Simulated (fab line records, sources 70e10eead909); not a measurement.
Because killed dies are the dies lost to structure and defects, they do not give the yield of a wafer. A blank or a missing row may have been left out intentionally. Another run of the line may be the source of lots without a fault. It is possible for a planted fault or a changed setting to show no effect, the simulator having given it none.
fab line records | flow nand_harc
[record] lots = 24 wafers = 72 last_day = 24
route steps=1159 shown P_STI@87 P_GATE@144 P_CONTACT@241 P_M1@300
lots that met no fault: taken from a fault-free run of the same line
start_h: start of the lot's first displayed wafer, in hours after the record's first day | wait_h: how many hours have passed since the lot's step before this one | " unchanged from the row above | L1.1+2: a row that stands for several wafers | - no value present, or no start provided | * or withheld: withheld | < > ~ a bound
route shown NAME@n: names a module that has steps shown in the file, with the first one's number in the route | usual: mean/standard deviation of fault-free wafers | same: alike in all rows | chamber/n: place in a boat | sites: per-site readings | _std_site: the standard deviation of these | _edge_site: mean of outer sites minus mean of inner sites | radius_mm: for every site, how far away it sits from the centre of the wafer | mask NAME#n: copy n | behind: the last tool/chamber to shape the wafer | hold: why the lot was held/for how many hours/how that ended | device: the n, p or np transistor that did not switch | end of line: the route-end tests of the same wafers | a step given without rows: its recipe and nothing more | killed: dies lost to structure and defects at the first sort, not the wafer's yield | map: the dies of a wafer, with x for killed, . for not killed, _ for no die there
set.NAME: the setting the step ran with; set.NAME@STEP: the setting that earlier step ran with | model.NAME: the simulator's own value behind a step, which no gauge read
the route's steps for a sample of lots (tables are steps, rows are wafers)
services: a tool's chamber out of use, with start hour (start_h, from the record's first day; less than 0 if before it), hours out, and reason
[[steps]]
[step NHARC_P_STI_DESCUM_14]
[recipe] time_s = 3 o2_flow_sccm = 200 ar_flow_sccm = 0 bias_power_w = 0 chemistry = O2
[usual] drypump_motor_current_A = 5.8/0.37 oes_product_au = 1.002/0.014 rf_vpp_V = 58.0/0.87 showerhead_plenum_p_Torr = 1.95/0.064 throttle_valve_pct = 11.312/0.0095
[same] bias_power_w = 0
// columns lot.wafer tool chamber start_h wait_h drypump_motor_current_A oes_product_au rf_hours_counter_h rf_vpp_V showerhead_plenum_p_Torr throttle_valve_pct
L074.2 rie_diel-07 3 37.66 - 5.4 1.003 5 58.4 1.86 11.304
L074.3 " 1 " " 5.5 0.991 5 58.2 1.92 11.295
L074.1 " 2 " " 6.0 0.996 5 58.0 2.03 11.310
L075.1 rie_diel-08 1 37.84 - 5.2 1.008 6 58.4 1.98 11.314
L075.2 " 2 " " 5.8 1.023 5 57.9 1.90 11.331
L075.4 " 3 " " 6.3 1.003 5 57.7 1.94 11.315
L077.3 rie_diel-07 2 50.50 - 6.0 0.997 6 60.0 2.03 11.337
L077.4 " 3 " " 5.4 1.009 6 56.4 1.86 11.306
L077.6 " 0 " " 5.8 1.008 - 58.2 1.97 11.325
L076.3 rie_diel-08 0 50.65 - 6.4 1.001 6 57.5 2.02 11.315
L076.1 " 2 " " 5.8 1.022 6 57.9 1.90 11.315
L076.6 " 3 " " 6.3 1.013 - 57.6 1.94 11.303
L078.2 rie_diel-08 3 61.51 - 6.3 1.013 6 57.6 1.94 11.321
L078.3 " 0 " " 6.4 1.015 6 57.3 2.02 11.312
L078.6 " 0 " " 6.4 1.013 - 58.8 2.02 11.322
L079.2 rie_diel-07 3 61.71 - 5.4 0.987 0 57.1 1.86 11.314
L079.4 " 0 " " 5.9 1.012 0 56.9 1.97 11.297
L079.6 " 2 " " 6.0 0.984 - 56.8 2.03 11.321
L080.4 rie_diel-04 1 71.24 - 6.1 0.978 3 57.3 1.85 11.313
L080.1 " 2 " " 5.3 1.015 4 58.4 2.06 11.313
L080.6 " 1 " " 6.0 0.976 - 58.5 1.85 11.311
L081.4 rie_diel-07 3 77.58 - 5.4 0.987 0 58.3 1.86 11.303
L081.1 " 1 " " 5.5 0.997 0 57.8 1.92 11.309
L081.5 " 2 " " 6.0 0.977 - 57.0 2.03 11.293
L082.1 rie_diel-04 0 83.21 - 5.8 0.993 4 58.6 1.97 11.310
L082.4 " 3 " " 5.3 1.001 4 58.3 1.96 11.313
L082.5 " 1 " " 6.0 0.993 - 57.5 1.85 11.297
L083.1 rie_diel-07 2 91.70 - 6.0 0.982 1 59.0 2.03 11.307
L083.3 " 0 " " 5.9 1.014 1 58.9 1.97 11.302
L083.6 " 2 " " 6.0 0.983 - 58.1 2.03 11.323
L084.1 rie_diel-08 0 91.87 - 6.4 1.001 8 56.4 2.02 11.316
L084.3 " 3 " " 6.3 1.011 7 58.6 1.94 11.309
L084.6 " 1 " " 5.2 0.998 - 58.7 1.98 11.309
L085.1 rie_diel-04 2 102.47 - 5.3 1.020 4 57.4 2.06 11.303
L085.4 " 3 " " 5.3 1.006 4 60.0 1.96 11.316
L085.3 " 0 " " 5.8 0.989 4 57.7 1.97 11.331
L086.2 rie_diel-08 2 108.87 - 5.8 1.031 9 58.2 1.90 11.313
L086.3 " 0 " " 6.4 1.008 10 59.1 2.02 11.315
L086.1 " 1 " " 5.2 1.002 10 57.8 1.98 11.326
L087.4 rie_diel-08 0 114.47 - 6.4 0.991 10 58.0 2.02 11.307
L087.6 " 3 " " 6.3 1.032 - 59.2 1.94 11.307
L087.5 " 0 " " 6.4 1.004 - 59.5 2.02 11.291
L088.1 rie_diel-08 1 120.84 - 5.2 1.010 12 58.4 1.98 11.309
L088.2 " 2 " " 5.8 1.029 11 58.1 1.90 11.306
L088.5 " 1 " " 5.2 1.004 - 59.1 1.98 11.304
L089.2 rie_diel-04 0 126.78 - 5.8 0.983 0 58.3 1.97 11.321
L089.3 " 1 " " 6.1 1.000 0 59.2 1.85 11.306
L089.6 " 0 " " 5.8 0.983 - 57.4 1.97 11.320
L090.2 rie_diel-04 0 131.52 - 5.8 0.977 0 59.4 1.97 11.328
L090.1 " 2 " " 5.2 0.986 0 58.6 2.06 11.295
L090.5 " 0 " " 5.8 0.978 - 59.8 1.97 11.299
L091.4 rie_diel-04 1 139.89 - 6.0 0.996 0 58.5 1.85 11.319
L091.2 " 2 " " 5.3 0.991 0 57.8 2.06 11.302
L091.6 " 1 " " 6.0 0.996 - 57.6 1.85 11.314
L092.3 rie_diel-08 0 139.93 - 6.4 1.009 0 57.4 2.02 11.318
L092.1 " 1 " " 5.2 1.010 0 59.6 1.98 11.313
L092.2 " 2 " " 5.8 0.999 0 58.1 1.90 11.319
L093.2 rie_diel-07 1 149.38 - 5.5 1.002 3 56.4 1.92 11.304
L093.6 " 0 " " 5.9 1.012 - 57.4 1.97 11.308
L093.5 " 1 " " 5.5 0.996 - 57.7 1.92 11.315
L094.4 rie_diel-07 0 157.57 - 5.9 1.007 3 58.1 1.97 11.303
L094.6 " 0 " " 5.9 1.009 - 57.2 1.97 11.317
L094.5 " 1 " " 5.5 1.000 - 57.6 1.92 11.329
L095.1 rie_diel-07 2 163.64 - 6.0 1.007 4 58.3 2.03 11.324
L095.2 " 3 " " 5.4 0.991 3 58.8 1.86 11.306
L095.5 " 2 " " 6.0 1.006 - 58.2 2.03 11.313
L096.6 rie_diel-07 0 169.98 - 5.9 1.002 - 60.2 1.97 11.303
L096.5 " 2 " " 6.0 1.013 - 59.6 2.03 11.309
L096.4 " 3 " " 5.4 0.985 - 59.4 1.86 11.320
L097.1 rie_diel-04 2 170.13 - 5.2 1.013 1 58.1 2.06 11.305
L097.4 " 3 " " 5.3 1.031 1 56.7 1.96 11.298
L097.6 " 1 " " 6.0 1.004 - 58.3 1.85 11.317
[step NHARC_P_GATE_DESCUM_31]
[recipe] time_s = 3 o2_flow_sccm = 200 ar_flow_sccm = 0 bias_power_w = 0 chemistry = O2
[usual] drypump_motor_current_A = 5.6/0.36 oes_product_au = 1.003/0.012 rf_vpp_V = 57.8/0.94 showerhead_plenum_p_Torr = 1.92/0.11 throttle_valve_pct = 11.310/0.0092
[same] bias_power_w = 0
// columns lot.wafer tool chamber start_h wait_h drypump_motor_current_A oes_product_au rf_hours_counter_h rf_vpp_V showerhead_plenum_p_Torr throttle_valve_pct
L074.1 rie_diel-03 2 87.97 0.1 5.5 1.003 14 58.5 2.07 11.323
L074.2 " 3 " " 5.6 0.989 15 57.2 1.81 11.304
L074.3 " 0 " " 5.7 1.007 15 58.7 2.07 11.299
L075.4 rie_diel-03 0 88.27 0.1 5.7 1.013 15 59.1 2.07 11.316
L075.2 " 2 " " 5.5 1.003 14 57.3 2.07 11.309
L075.1 " 3 " " 5.6 0.980 15 57.3 1.81 11.301
L077.4 rie_diel-10 2 100.64 0.1 6.1 1.008 19 58.2 2.04 11.321
L077.3 " 1 " " 5.3 1.017 14 57.0 1.79 11.309
L077.6 " 3 " " 5.2 1.002 - 58.2 1.88 11.306
L076.3 rie_diel-10 2 100.89 0.2 6.0 0.996 19 58.3 2.04 11.301
L076.1 " 3 " " 5.2 0.999 15 58.8 1.88 11.320
L076.6 " 2 " " 6.1 0.997 - 57.4 2.04 11.299
L079.2 rie_diel-11 2 116.14 0.1 6.1 1.005 25 57.8 1.81 11.290
L079.4 " 3 " " 5.3 1.006 32 58.0 1.83 11.300
L079.6 " 0 " " 6.8 0.994 - 56.8 1.78 11.314
L078.2 rie_diel-03 2 116.55 0.1 5.5 1.003 23 57.9 2.07 11.308
L078.3 " 3 " " 5.6 1.001 24 56.7 1.81 11.306
L078.6 " 1 " " 5.2 1.018 - 57.4 1.88 11.299
L080.1 rie_diel-03 1 129.37 0.1 5.2 1.003 28 58.2 1.88 11.305
L080.4 " 0 " " 5.7 1.010 27 58.5 2.07 11.314
L080.6 " 1 " " 5.2 1.014 - 58.2 1.88 11.324
L081.1 rie_diel-11 2 129.56 0.1 6.1 1.007 27 57.5 1.81 11.300
L081.4 " 3 " " 5.3 1.004 35 56.8 1.83 11.300
L081.5 " 0 " " 6.8 1.000 - 56.6 1.77 11.307
L082.1 rie_diel-03 0 140.87 0.1 5.7 1.008 32 58.2 2.07 11.319
L082.4 " 1 " " 5.2 1.004 32 58.5 1.88 11.319
L082.5 " 2 " " 5.5 1.010 - 59.3 2.07 11.301
L084.3 rie_diel-03 3 141.49 0.1 5.6 0.981 32 57.9 1.81 11.300
L084.1 " 1 " " 5.2 1.003 32 57.6 1.88 11.324
L084.6 " 3 " " 5.5 0.980 - 56.1 1.81 11.312
L083.3 rie_diel-03 3 141.69 0.1 5.5 0.989 32 58.3 1.81 11.312
L083.1 " 0 " " 5.7 1.004 32 58.7 2.07 11.317
L083.6 " 3 " " 5.5 0.990 - 57.8 1.81 11.315
L087.4 rie_diel-03 2 167.27 0.1 5.5 1.008 41 57.2 2.06 11.301
L087.6 " 1 " " 5.2 1.013 - 57.9 1.87 11.319
L087.5 " 2 " " 5.5 0.995 - 57.4 2.06 11.330
L085.1 rie_diel-03 3 168.02 0.1 5.6 0.987 42 58.4 1.80 11.313
L085.4 " 0 " " 5.7 1.009 42 59.3 2.06 11.306
L085.3 " 1 " " 5.2 1.015 43 57.8 1.87 11.315
L088.1 rie_diel-11 1 168.64 0.1 5.5 0.999 50 56.7 1.80 11.321
L088.2 " 2 " " 6.1 1.006 45 57.4 1.80 11.304
L088.5 " 2 " " 6.1 0.981 - 58.4 1.80 11.305
L086.3 rie_diel-03 2 169.10 0.1 5.5 1.004 41 59.1 2.06 11.311
L086.1 " 3 " " 5.6 0.995 42 55.0 1.80 11.315
L086.2 " 1 " " 5.2 1.007 43 57.5 1.87 11.307
L089.3 rie_diel-03 0 179.33 0.1 5.7 1.002 47 58.3 2.06 11.327
L089.2 " 2 " " 5.5 1.004 45 58.8 2.06 11.313
L089.6 " 0 " " 5.7 1.005 - 58.9 2.06 11.306
L090.1 rie_diel-03 2 184.37 0.1 5.5 0.997 46 58.7 2.06 11.314
L090.2 " 3 " " 5.6 0.984 46 56.6 1.80 11.301
L090.5 " 1 " " 5.2 1.006 - 56.7 1.87 11.302
L092.3 rie_diel-10 2 189.93 0.1 6.0 0.989 1 58.1 2.04 11.299
L092.1 " 3 " " 5.2 1.015 1 58.1 1.88 11.323
L092.2 " 1 " " 5.3 1.019 1 56.3 1.78 11.299
L091.4 rie_diel-10 3 190.59 0.1 5.2 1.035 1 57.9 1.88 11.307
L091.2 " 2 " " 6.1 1.010 1 58.8 2.03 11.299
L091.6 " 3 " " 5.2 1.019 - 57.8 1.88 11.306
L093.2 rie_diel-10 0 200.03 0.1 5.7 1.000 5 56.8 1.89 11.317
L093.6 " 2 " " 6.0 0.983 - 58.9 2.03 11.316
L093.5 " 3 " " 5.2 1.005 - 57.8 1.88 11.308
L094.4 rie_diel-03 2 207.02 0.1 5.5 1.000 56 58.3 2.06 11.324
L094.5 " 3 " " 5.6 0.984 - 56.9 1.80 11.311
L094.6 " 0 " " 5.6 1.012 - 58.5 2.06 11.311
L096.4 rie_diel-10 1 217.80 0.1 5.3 1.022 7 58.5 1.78 11.295
L096.6 " 2 " " 6.0 0.995 - 57.7 2.03 11.298
L096.5 " 3 " " 5.2 1.027 - 56.9 1.88 11.300
L095.1 rie_diel-11 0 217.95 0.1 6.8 0.982 5 59.7 2.07 11.300
L095.2 " 3 " " 5.3 0.974 5 58.5 1.82 11.314
L095.5 " 0 " " 6.8 0.976 - 59.5 2.07 11.313
L097.4 rie_diel-10 1 222.00 0.1 5.3 1.039 7 56.0 1.78 11.321
L097.1 " 2 " " 6.0 1.001 8 57.9 2.03 11.310
L097.6 " 1 " " 5.3 1.039 - 56.9 1.78 11.299
[step NHARC_P_GATE_STRIP_112]
[recipe] power_w = 1500 temp_c = 110 time_s = 200 chemistry = N2/H2
[usual] drypump_motor_current_A = 5.49/0.25 heater_power_w = 96/3.3
// columns lot.wafer tool chamber start_h wait_h drypump_motor_current_A heater_power_w rf_hours_counter_h
L074.2 plasma_asher-02 1 102.61 0.5 5.28 92 29
L074.1 " 0 " " 5.68 100 29
L074.3 " 0 " " 5.70 101 -
L075.1 plasma_asher-02 1 102.93 0.4 5.29 92 30
L075.2 " 0 " " 5.67 100 30
L075.4 " 1 " " 5.30 93 -
L076.1 plasma_asher-02 0 114.97 0.2 5.68 98 35
L076.3 " 1 " " 5.31 93 -
L076.6 " 1 " " 5.29 94 -
L077.4 plasma_asher-02 1 117.66 0.7 5.29 93 -
L077.3 " 0 " " 5.69 97 -
L077.6 " 1 " " 5.29 93 -
L079.2 plasma_asher-01 1 130.09 0.2 5.84 95 4
L079.4 " 0 " " 5.19 94 -
L079.6 " 0 " " 5.19 93 -
L078.2 plasma_asher-02 1 130.70 0.2 5.27 96 40
L078.3 " 0 " " 5.72 99 -
L078.6 " 1 " " 5.29 92 -
L080.1 plasma_asher-02 0 143.69 0.2 5.68 99 45
L080.4 " 1 " " 5.32 90 -
L080.6 " 1 " " 5.33 94 -
L081.1 plasma_asher-02 0 144.02 0.3 5.67 100 45
L081.4 " 0 " " 5.68 98 -
L081.5 " 0 " " 5.67 99 -
L084.1 plasma_asher-01 1 156.02 0.2 5.85 95 14
L084.3 " 0 " " 5.20 92 -
L084.6 " 1 " " 5.78 99 -
L083.1 plasma_asher-02 0 156.20 0.2 5.68 101 49
L083.3 " 0 " " 5.68 99 -
L083.6 " 1 " " 5.27 92 -
L082.1 plasma_asher-01 1 157.38 0.2 5.81 96 14
L082.4 " 1 " " 5.82 97 -
L082.5 " 0 " " 5.19 92 -
L087.4 plasma_asher-02 1 181.62 0.2 5.30 93 -
L087.5 " 1 " " 5.29 94 -
L087.6 " 0 " " 5.66 98 -
L088.1 plasma_asher-02 1 182.98 0.2 5.26 91 58
L088.2 " 0 " " 5.71 101 58
L088.5 " 0 " " 5.68 99 -
L085.1 plasma_asher-01 1 184.29 0.2 5.86 99 23
L085.3 " 0 " " 5.17 90 -
L085.4 " 1 " " 5.87 98 -
L086.2 plasma_asher-01 1 188.78 0.2 5.83 98 27
L086.1 " 0 " " 5.17 93 27
L086.3 " 0 " " 5.16 93 -
L089.2 plasma_asher-01 1 195.53 0.2 5.81 96 30
L089.3 " 1 " " 5.79 99 -
L089.6 " 0 " " 5.16 90 -
L090.1 plasma_asher-01 1 200.38 0.3 5.84 96 33
L090.2 " 0 " " 5.21 91 33
L090.5 " 0 " " 5.21 91 -
L092.1 plasma_asher-01 0 204.52 0.2 5.17 92 35
L092.2 " 1 " " 5.83 97 35
L092.3 " 0 " " 5.17 90 -
L091.2 plasma_asher-02 1 204.74 0.2 5.31 96 1
L091.4 " 0 " " 5.69 98 -
L091.6 " 1 " " 5.29 97 -
L093.2 plasma_asher-02 1 214.19 0.2 5.28 96 4
L093.5 " 0 " " 5.70 97 -
L093.6 " 1 " " 5.26 95 -
L094.4 plasma_asher-01 1 221.28 0.2 5.78 98 -
L094.6 " 0 " " 5.17 92 -
L094.5 " 1 " " 5.79 97 -
L096.4 plasma_asher-02 0 232.19 0.2 5.69 96 -
L096.6 " 1 " " 5.26 94 -
L096.5 " 0 " " 5.67 96 -
L095.1 plasma_asher-02 0 232.40 0.2 5.68 96 8
L095.2 " 1 " " 5.28 94 8
L095.5 " 1 " " 5.30 97 -
L097.1 plasma_asher-02 1 236.64 0.2 5.28 97 10
L097.4 " 0 " " 5.66 97 -
L097.6 " 1 " " 5.26 95 -
[step NHARC_P_CONTACT_CD_MEAS_19]
[usual] cd_nm = 89.1/2.5
// columns lot.wafer tool chamber start_h wait_h cd_nm
L074.1 cd_sem-03 - 109.74 - 91.9
L074.2 " - " " 88.0
L074.3 " - " " 86.7
L075.1 cd_sem-02 - 110.81 - 86.9
L075.2 " - " " 89.2
L075.4 " - " " 88.3
L076.1 cd_sem-02 - 121.61 - 90.4
L076.3 " - " " 92.3
L076.6 " - " " 90.3
L077.3 cd_sem-02 - 124.67 - 86.4
L077.4 " - " " 90.9
L077.6 " - " " 84.1
L079.2 cd_sem-03 - 137.06 - 87.6
L079.4 " - " " 90.6
L079.6 " - " " 88.6
L078.2 cd_sem-02 - 137.81 - 92.0
L078.3 " - " " 91.3
L078.6 " - " " 87.5
L080.1 cd_sem-03 - 150.64 - 87.0
L080.4 " - " " 87.6
L080.6 " - " " 90.4
L081.1 cd_sem-03 - 150.84 - 84.2
L081.4 " - " " 90.6
L081.5 " - " " 86.7
L084.1 cd_sem-03 - 162.91 - 89.6
L084.3 " - " " 94.8
L084.6 " - " " 85.8
L083.1 cd_sem-02 - 163.36 - 91.7
L083.3 " - " " 87.8
L083.6 " - " " 88.2
L082.1 cd_sem-03 - 164.23 - 86.8
L082.4 " - " " 89.3
L082.5 " - " " 85.5
L087.4 cd_sem-03 - 188.41 - 86.1
L087.5 " - " " 87.2
L087.6 " - " " 86.4
L088.1 cd_sem-02 - 190.33 - 90.1
L088.2 " - " " 87.5
L088.5 " - " " 86.6
L085.1 cd_sem-03 - 191.34 - 90.5
L085.3 " - " " 89.0
L085.4 " - " " 92.4
L086.1 cd_sem-02 - 195.76 - 87.8
L086.2 " - " " 88.5
L086.3 " - " " 90.7
L089.2 cd_sem-02 - 202.78 - 88.1
L089.3 " - " " 88.0
L089.6 " - " " 88.5
L090.1 cd_sem-03 - 207.44 - 91.7
L090.2 " - " " 89.6
L090.5 " - " " 90.9
L092.1 cd_sem-02 - 211.55 - 94.6
L092.2 " - " " 87.3
L092.3 " - " " 92.2
L091.2 cd_sem-03 - 212.32 - 92.0
L091.4 " - " " 92.1
L091.6 " - " " 92.2
L093.2 cd_sem-02 - 221.67 - 86.8
L093.5 " - " " 88.7
L093.6 " - " " 86.7
L094.4 cd_sem-03 - 228.40 - 87.2
L094.5 " - " " 86.1
L094.6 " - " " 91.5
L096.4 cd_sem-02 - 238.94 - 89.3
L096.5 " - " " 88.3
L096.6 " - " " 91.9
L095.1 cd_sem-03 - 239.80 - 88.7
L095.2 " - " " 90.5
L095.5 " - " " 90.8
L097.1 cd_sem-03 - 243.57 - 87.3
L097.4 " - " " 90.7
L097.6 " - " " 91.3
[step NHARC_P_M1_ETCH_15]
[recipe] target_depth_a = 1825 time_s = 91.2 c4f8_flow_sccm = withheld ar_flow_sccm = 400 rf_w = 600 bias_w = 300 chemistry = C4F8/Ar
[usual] oes_product_au = 0.956/0.021 rf_vpp_V = 441.8/2.2
// columns lot.wafer tool chamber start_h wait_h oes_product_au rf_hours_counter_h rf_vpp_V
L074.3 rie_diel-13 1 - - 0.979 0.5 441.3
L074.1 " 3 " " 0.992 0.5 438.3
L074.2 " 0 " " 0.955 0.5 442.3
L075.1 rie_diel-04 1 - - 0.951 0.0 439.2
L075.2 " 2 " " 0.960 0.0 443.9
L075.4 " 0 " " 0.954 0.0 442.8
L076.1 rie_diel-04 0 - - 0.946 0.3 443.0
L076.3 " 3 " " 0.984 0.2 442.6
L076.6 " 1 " " 0.955 - 439.5
L077.3 rie_diel-08 1 - - 0.977 0.0 442.5
L077.4 " 2 " " 0.970 0.0 439.8
L077.6 " 0 " " 0.957 - 445.4
L079.4 rie_diel-04 0 - - 0.913 0.6 442.2
L079.2 " 1 " " 0.916 0.6 438.7
L079.6 " 0 " " 0.906 - 441.5
L078.2 rie_diel-04 0 - - 0.915 0.7 442.4
L078.3 " 1 " " 0.944 0.7 439.8
L078.6 " 3 " " 0.981 - 443.0
L080.4 rie_diel-13 3 - - 0.950 3.4 437.1
L080.1 " 0 " " 0.960 3.2 445.3
L080.6 " 2 " " 0.959 - 442.6
L081.4 rie_diel-13 1 - - 0.956 3.3 443.8
L081.1 " 2 " " 0.947 3.5 443.5
L081.5 " 0 " " 0.980 - 442.3
L084.1 rie_diel-04 1 - - 0.941 1.2 439.3
L084.3 " 3 " " 0.965 1.1 442.8
L084.6 " 1 " " 0.949 - 439.7
L083.1 rie_diel-13 0 - - 0.969 4.9 442.5
L083.3 " 1 " " 0.987 4.8 440.8
L083.6 " 1 " " 0.985 - 442.7
L082.4 rie_diel-13 2 - - 0.965 4.9 442.4
L082.1 " 1 " " 0.979 4.9 441.6
L082.5 " 2 " " 0.962 - 443.9
L087.4 rie_diel-13 0 - - 0.940 7.0 442.4
L087.5 " 2 " " 0.954 - 443.0
L087.6 " 3 " " 0.979 - 438.4
L088.1 rie_diel-04 0 - - 0.960 1.9 442.6
L088.2 " 2 " " 0.964 1.7 446.2
L088.5 " 0 " " 0.959 - 442.2
L085.4 rie_diel-13 0 - - 0.942 7.1 442.7
L085.3 " 1 " " 0.948 6.8 441.9
L085.1 " 2 " " 0.924 6.8 441.9
L086.1 rie_diel-13 1 - - 0.979 6.9 440.9
L086.2 " 2 " " 0.945 6.9 442.2
L086.3 " 0 " " 0.969 7.2 443.1
L089.3 rie_diel-13 1 - - 0.980 7.1 441.5
L089.2 " 2 " " 0.968 7.0 442.8
L089.6 " 2 " " 0.964 - 443.7
L090.1 rie_diel-04 1 - - 0.919 2.2 438.7
L090.2 " 2 " " 0.923 2.0 444.8
L090.5 " 0 " " 0.903 - 441.7
L092.1 rie_diel-08 0 - - 0.934 4.7 445.0
L092.3 " 2 " " 0.913 4.2 437.6
L092.2 " 3 " " 0.961 4.2 441.2
L091.4 rie_diel-08 0 - - 0.967 4.8 444.7
L091.2 " 3 " " 0.968 4.2 442.6
L091.6 " 1 " " 0.978 - 442.3
L093.2 rie_diel-13 3 - - 0.939 10.2 438.8
L093.5 " 0 " " 0.930 - 444.2
L093.6 " 1 " " 0.928 - 442.2
L094.4 rie_diel-08 0 - - 0.945 5.5 443.0
L094.6 " 1 " " 0.940 - 440.9
L094.5 " 2 " " 0.921 - 441.0
L096.4 rie_diel-08 3 - - 0.964 5.1 442.0
L096.6 " 3 " " 0.971 - 441.4
L096.5 " 0 " " 0.971 - 443.7
L095.1 rie_diel-08 0 - - 0.966 5.7 444.4
L095.2 " 3 " " 0.957 5.2 442.2
L095.5 " 0 " " 0.958 - 442.8
L097.4 rie_diel-08 0 - - 0.967 5.9 442.8
L097.1 " 2 " " 0.940 5.2 440.4
L097.6 " 1 " " 0.971 - 443.5
[step NHARC_P_M1_ANNEAL_31]
[recipe] temp_c = 225 time_s = 90
[usual] wafer_temp_C_max = 226.4/0.36
// columns lot.wafer tool chamber start_h wait_h wafer_temp_C_max
L074.1 rtp_anneal-01 0 119.42 - 226.2
L074.2 " 0 " " 226.2
L074.3 " 0 " " 226.5
L075.1 rtp_anneal-01 0 123.21 0.3 226.2
L075.2 " 0 " " 226.3
L075.4 " 0 " " 226.4
L076.1 rtp_anneal-02 0 132.61 - 226.7
L076.3 " 0 " " 227.0
L076.6 " 0 " " 226.6
L077.3 rtp_anneal-02 0 136.36 0.3 227.1
L077.4 " 0 " " 227.4
L077.6 " 0 " " 226.5
L079.2 rtp_anneal-02 0 149.51 - 226.7
L079.4 " 0 " " 226.4
L079.6 " 0 " " 226.7
L078.2 rtp_anneal-02 0 150.68 - 226.4
L078.3 " 0 " " 226.6
L078.6 " 0 " " 227.6
L080.1 rtp_anneal-01 0 163.30 - 226.3
L080.4 " 0 " " 226.4
L080.6 " 0 " " 226.3
L081.1 rtp_anneal-02 0 163.93 0.3 227.0
L081.4 " 0 " " 226.5
L081.5 " 0 " " 226.0
L084.1 rtp_anneal-02 0 172.53 - 226.0
L084.3 " 0 " " 226.7
L084.6 " 0 " " 226.5
L083.1 rtp_anneal-01 0 176.29 - 226.5
L083.3 " 0 " " 226.9
L083.6 " 0 " " 226.1
L082.1 rtp_anneal-01 0 177.42 - 226.2
L082.4 " 0 " " 226.2
L082.5 " 0 " " 226.5
L087.4 rtp_anneal-02 0 201.69 - 226.8
L087.5 " 0 " " 227.0
L087.6 " 0 " " 226.8
L088.1 rtp_anneal-01 0 207.69 - 226.4
L088.2 " 0 " " 226.5
L088.5 " 0 " " 226.2
L085.1 rtp_anneal-02 0 208.57 0.3 226.8
L085.3 " 0 " " 226.8
L085.4 " 0 " " 226.9
L086.1 rtp_anneal-01 0 209.33 - 226.2
L086.2 " 0 " " 226.0
L086.3 " 0 " " 225.7
L089.2 rtp_anneal-01 0 212.10 - 226.1
L089.3 " 0 " " 226.0
L089.6 " 0 " " 225.8
L090.1 rtp_anneal-01 0 218.91 0.5 225.9
L090.2 " 0 " " 226.0
L090.5 " 0 " " 226.2
L092.1 rtp_anneal-01 0 220.67 0.3 226.0
L092.2 " 0 " " 226.5
L092.3 " 0 " " 226.2
L091.2 rtp_anneal-01 0 221.60 0.3 225.9
L091.4 " 0 " " 226.0
L091.6 " 0 " " 226.5
L093.2 rtp_anneal-02 0 233.48 0.4 226.3
L093.5 " 0 " " 226.4
L093.6 " 0 " " 226.1
L094.4 rtp_anneal-01 0 239.33 - 225.9
L094.5 " 0 " " 226.2
L094.6 " 0 " " 226.6
L096.4 rtp_anneal-02 0 248.09 - 226.3
L096.5 " 0 " " 226.4
L096.6 " 0 " " 226.4
L095.1 rtp_anneal-01 0 248.80 0.4 226.6
L095.2 " 0 " " 226.3
L095.5 " 0 " " 226.2
L097.1 rtp_anneal-01 0 252.62 0.4 226.2
L097.4 " 0 " " 225.9
L097.6 " 0 " " 226.6
[[services]]
// columns tool chamber start_h hours kind
rie_diel-07 1 21.58 8.4 repair
plasma_asher-02 - 36.25 4.1 repair
rie_diel-03 - 38.43 9.0 pm
rie_diel-07 - 51.20 9.0 pm
rie_diel-03 2 72.38 2.4 repair
rie_diel-13 1 73.78 11.3 repair
rie_diel-03 - 81.06 2.9 repair
rie_diel-13 3 88.34 9.8 repair
plasma_asher-02 - 89.74 0.6 repair
rie_diel-07 - 93.95 0.2 repair
rie_diel-13 - 99.00 9.0 pm
plasma_asher-01 - 99.20 9.0 pm
rie_diel-04 - 111.90 9.0 pm
plasma_asher-01 - 116.42 2.0 repair
rie_diel-08 - 124.84 9.0 pm
rie_diel-04 2 129.02 2.5 repair
rie_diel-08 3 135.27 11.8 repair
rie_diel-07 1 163.69 6.3 repair
rie_diel-04 1 182.11 2.1 repair
plasma_asher-02 - 193.21 9.6 repair
rie_diel-03 - 215.54 9.0 pm
plasma_asher-02 - 217.97 6.6 repair
rie_diel-08 2 225.44 3.0 repair
rie_diel-04 - 249.43 0.4 repair
[[key]]
fault none
